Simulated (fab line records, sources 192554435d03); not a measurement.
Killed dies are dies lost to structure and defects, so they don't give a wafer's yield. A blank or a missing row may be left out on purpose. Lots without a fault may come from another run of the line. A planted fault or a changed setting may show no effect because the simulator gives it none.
Which tool did it? | flow n5_finfet | 12 lots, 35 wafers sampled, at 5 steps of a route of 1938

WHAT THE GAUGES READ, wafer by wafer
N5_BEOL_M12_THK_MEAS_01. Usual: M12_ILD_THK 662 nm, standard deviation 8.5.
lot  | measured     | on            | M12_ILD_THK (nm) | flag
L163 | day 11 16:03 | film_metro-02 | 649 648 652      |
L162 | day 11 17:26 | film_metro-01 | 667 676 685      |
L164 | day 11 18:59 | film_metro-02 | 660 668 678      |
L166 | day 12 16:37 | film_metro-02 | 651 667 658      |
L167 | day 13 14:35 | film_metro-01 | 658 654 667      |
L170 | day 14 04:50 | film_metro-01 | 655 664 665      |
L171 | day 15 05:58 | film_metro-02 | 669 655 679      |
L180 | day 16 16:17 | film_metro-02 | 660 674 669      |
L178 | day 16 23:04 | film_metro-02 | 662 668          |
L179 | day 17 00:44 | film_metro-02 | 674 670 662      |
L183 | day 17 17:26 | film_metro-02 | 664 658 671      |
L185 | day 18 22:33 | film_metro-01 | 661 643 670      |

N5_BEOL_M12_CD_MEAS_28: target cd 160.2 nm. Usual: cd_nm 160.4 nm, standard deviation 1.4.
lot  | measured     | on        | cd_nm (nm)        | flag
L163 | day 11 17:36 | cd_sem-02 | 160.8 161.5 159.9 |
L162 | day 11 19:03 | cd_sem-01 | 159.9 160.3 162.2 |
L164 | day 11 20:20 | cd_sem-02 | 161.1 159.7 160.3 |
L166 | day 12 17:49 | cd_sem-03 | 161.9 162.8 161.6 |
L167 | day 13 15:55 | cd_sem-01 | 161.8 162.5 161.9 |
L170 | day 14 06:03 | cd_sem-03 | 160.7 158.9 160.5 |
L171 | day 15 07:29 | cd_sem-01 | 159.5 162.3 159.1 |
L180 | day 16 17:38 | cd_sem-01 | 159.3 161.7 161.2 |
L178 | day 17 00:25 | cd_sem-01 | 160.6 160.3       |
L179 | day 17 02:07 | cd_sem-02 | 160.6 159.8 162.0 |
L183 | day 17 18:56 | cd_sem-02 | 159.6 161.8 158.0 |
L185 | day 18 23:58 | cd_sem-03 | 161.7 161.9 159.7 |

N5_BEOL_M12_OVL_MEAS_29. Usual: M12_OVL -1 nm, standard deviation 4.7.
lot  | measured     | on         | M12_OVL (nm) | flag
L163 | day 11 17:38 | overlay-02 | -9 -5 -8     |
L162 | day 11 19:05 | overlay-02 | 0 -3 -3      |
L164 | day 11 20:22 | overlay-02 | -3 3 0       |
L166 | day 12 17:51 | overlay-01 | -2 1 -1      |
L167 | day 13 15:57 | overlay-01 | 3 0 5        |
L170 | day 14 06:05 | overlay-01 | -3 -5 -4     |
L171 | day 15 07:31 | overlay-02 | -1 -2 6      |
L180 | day 16 17:40 | overlay-01 | -7 -8 -3     |
L178 | day 17 00:26 | overlay-01 | 19 18        | OFF
L179 | day 17 02:08 | overlay-02 | 22 24 22     | OFF
L183 | day 17 18:58 | overlay-02 | -4 -2 -1     |
L185 | day 19 00:00 | overlay-02 | -2 -4 -3     |

WHICH TOOL RAN EACH LOT (tool, then ch and the chambers of the sampled wafers, then the start)
lot  | N5_BEOL_M12_ILD_DEP_00          | N5_BEOL_M12_EXPOSE_25
L163 | pecvd-03 ch 0,1, day 11 15:55   | krf_scanner-02 ch 0, day 11 17:26
L162 | pecvd-01 ch 0,1,2, day 11 17:18 | krf_scanner-02 ch 0, day 11 18:53
L164 | pecvd-01 ch 0,2, day 11 18:52   | krf_scanner-02 ch 0, day 11 20:11
L166 | pecvd-01 ch 0,2, day 12 16:29   | krf_scanner-02 ch 0, day 12 17:39
L167 | pecvd-01 ch 0,1,2, day 13 14:27 | krf_scanner-02 ch 0, day 13 15:45
L170 | pecvd-03 ch 0,2, day 14 04:42   | krf_scanner-02 ch 0, day 14 05:53
L171 | pecvd-03 ch 0,1, day 15 05:50   | krf_scanner-01 ch 0, day 15 07:19
L180 | pecvd-03 ch 0,1,2, day 16 16:10 | krf_scanner-01 ch 0, day 16 17:28
L178 | pecvd-03 ch 0,2, day 16 22:59   | krf_scanner-02 ch 0, day 17 00:16
L179 | pecvd-01 ch 0,2, day 17 00:35   | krf_scanner-02 ch 0, day 17 01:56
L183 | pecvd-04 ch 1,2, day 17 17:19   | krf_scanner-01 ch 0, day 17 18:46
L185 | pecvd-04 ch 0,1, day 18 22:25   | krf_scanner-01 ch 0, day 18 23:48
- N5_BEOL_M12_ILD_DEP_00: deposits SiOC from DEMS/O2, target thk 658.92 nm, time 130.7 s.
- N5_BEOL_M12_EXPOSE_25: exposes mask M12.

WHAT THE TOOLS THEMSELVES READ (means of the sampled wafers that have a number; where no wafer has one, the mark that the record gives instead)
N5_BEOL_M12_ILD_DEP_00. Usual: heater_power_w 537 W, standard deviation 73; showerhead_plenum_p_Torr 5.685 Torr, standard deviation 0.013; throttle_valve_pct 11.8 %, standard deviation 0.54.
lot  | tool     | heater_power_w (W) | showerhead_plenum_p_Torr (Torr) | throttle_valve_pct (%) | flag
L163 | pecvd-03 | 496                | 5.680                           | 11.5                   |
L162 | pecvd-01 | 528                | 5.692                           | 12.1                   |
L164 | pecvd-01 | 540                | 5.702                           | 11.7                   |
L166 | pecvd-01 | 511                | 5.690                           | 11.7                   |
L167 | pecvd-01 | 533                | 5.689                           | 12.0                   |
L170 | pecvd-03 | 563                | 5.683                           | 11.5                   |
L171 | pecvd-03 | 508                | 5.682                           | 11.6                   |
L180 | pecvd-03 | 551                | 5.677                           | 11.5                   |
L178 | pecvd-03 | 590                | 5.679                           | 11.6                   |
L179 | pecvd-01 | 561                | 5.687                           | 12.1                   |
L183 | pecvd-04 | 619                | 5.673                           | 12.1                   |
L185 | pecvd-04 | 487                | 5.693                           | 13.0                   |

THE ANSWER, worked out from the rows above alone
Rule: a lot is off if the mean of its wafers that have a number lies more than 3 standard deviations from the usual mean. A lot without any number at a reading at which 4 lots or more have one is off too. The other lots that the step has rows for count as sound. The gauges are gone through in route order, then the tools' own readings, and for those a lot's mean is taken as printed above. The first step at which some lot is off is used, and at that step the reading that is off furthest; a lot without a number counts as furthest.
Off: L178, L179, at N5_BEOL_M12_OVL_MEAS_29 (M12_OVL).
A tool fits if, at a process step before that reading, it ran every lot that is off, and no sound lot after the first of them. The gauges at N5_BEOL_M12_OVL_MEAS_29 are tried like those tools. One fits: krf_scanner-02 at N5_BEOL_M12_EXPOSE_25. Its last sound lot is L170 (day 14 05:53), its first lot that is off L178 (day 17 00:16): a fault that began between those two fits.

WHAT THE SIMULATOR HAD PUT IN
Scanner matching overlay: krf_scanner-02, from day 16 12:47 on, at N5_BEOL_M12_EXPOSE_25. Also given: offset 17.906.
Lots struck among those shown: L178, L179. The rule above found the same.
